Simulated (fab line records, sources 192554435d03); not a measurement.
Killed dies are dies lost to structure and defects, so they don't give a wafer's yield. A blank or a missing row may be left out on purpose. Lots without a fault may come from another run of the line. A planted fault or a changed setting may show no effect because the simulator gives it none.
Split-lot experiment | flow n5_finfet | 7 lots, 21 wafers read, on a route of 1938 steps

THE SPLIT
At N5_MOL_CONTACT_COAG_ETCH_110 (etches Si in CF4/O2, target depth 2.5 nm, time 8 s), the setting bias_w was moved away from the recipe's 12 W on 7 of the 21 wafers read, by -17.0% to +16.6%. The other wafers ran this setting at the recipe's value.

The reading is taken at the split's own step.

THE READING
rf_vpp_V, in V, at N5_MOL_CONTACT_COAG_ETCH_110 (etches Si in CF4/O2, target depth 2.5 nm, time 8 s). Fault-free wafers of this fab line usually give 126.1 V, standard deviation 2.8 V.

wafer  | tool, chamber at the split | bias_w as run, W | against the recipe | rf_vpp_V, V | against lot-mates on the recipe
L075.1 | rie_diel-02, 3             | 12               | recipe             | 124.5       | -
L075.3 | rie_diel-02, 1             | 13.44            | +12.0%             | 137.3       | +12.8
L075.4 | rie_diel-02, 0             | 13.44            | +12.0%             | 142.4       | +17.9
L079.1 | rie_diel-02, 0             | 13.99            | +16.6%             | 146.9       | +24.2
L079.2 | rie_diel-02, 2             | 13.99            | +16.6%             | 142.8       | +20.1
L079.5 | rie_diel-02, 1             | 12               | recipe             | 122.7       | -
L082.1 | rie_diel-02, 3             | 12               | recipe             | 122.8       | -
L082.3 | rie_diel-02, 2             | 9.962            | -17.0%             | 108.6       | -14.2
L082.5 | rie_diel-02, 1             | 12               | recipe             | 122.9       | -
L083.1 | rie_diel-02, 3             | 10.56            | -12.0%             | 110.9       | -12.0
L083.2 | rie_diel-02, 1             | 12               | recipe             | 123.1       | -
L083.4 | rie_diel-02, 1             | 12               | recipe             | 122.7       | -
L087.1 | rie_diel-02, 2             | 12               | recipe             | 125.9       | -
L087.4 | rie_diel-02, 2             | 12               | recipe             | 125.2       | -
L087.6 | rie_diel-02, 0             | 13.46            | +12.2%             | 142.3       | +16.8
L096.1 | rie_diel-03, 2             | 12               | recipe             | 128.3       | -
L096.5 | rie_diel-03, 3             | 12               | recipe             | 133.4       | -
L096.6 | rie_diel-03, 0             | 12               | recipe             | 124.6       | -
L097.1 | rie_diel-03, 2             | 12               | recipe             | 128.8       | -
L097.5 | rie_diel-03, 1             | 12               | recipe             | 125.6       | -
L097.6 | rie_diel-03, 0             | 12               | recipe             | 122.8       | -

THE FIT
A straight line over all 21 wafers: rf_vpp_V changes by +1.16 V for each +1% of bias_w; r = +0.96; the points scatter about the line by 2.9 V.
The same after taking each lot's own level away (the mean of its wafers on the recipe; 21 wafers): +1.17 V for each +1%; r = +0.97; scatter 2.5 V.
On that fit, the largest move of bias_w shifts the reading by 20 V.
The lots' own levels span 122.70 to 128.77 V, that is 2.2 times the standard deviation above.
So the lot-to-lot level changes the slope little: the two slopes agree.
Check: with one of the wafers moved furthest among these (-17.0%) left out of the fit, the line predicts -21.1 V for it against its lot-mates. It came out at -14.2 V against them.
Tool readings at the split's step, against how far the setting was moved: rf_vpp_V r = +0.96.

OTHER SPLITS ON THESE WAFERS
These wafers also went through other splits before the reading. Each is held against what the fit with the lots' levels taken away leaves over:
other split on the same wafers               | wafers away from the commonest value | r with rf_vpp_V (lot level and that fit taken away)
N5_GATE_CUT_COAT_07 spin_rpm                 | 8                                    | -0.02
N5_MOL_CONTACT_COAG_CONTACT_ETCH_14 source_w | 12                                   | +0.18

THE FILE'S OWN FIT
rf_vpp_V changes by +1.14 V for each +1% of bias_w, r = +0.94.
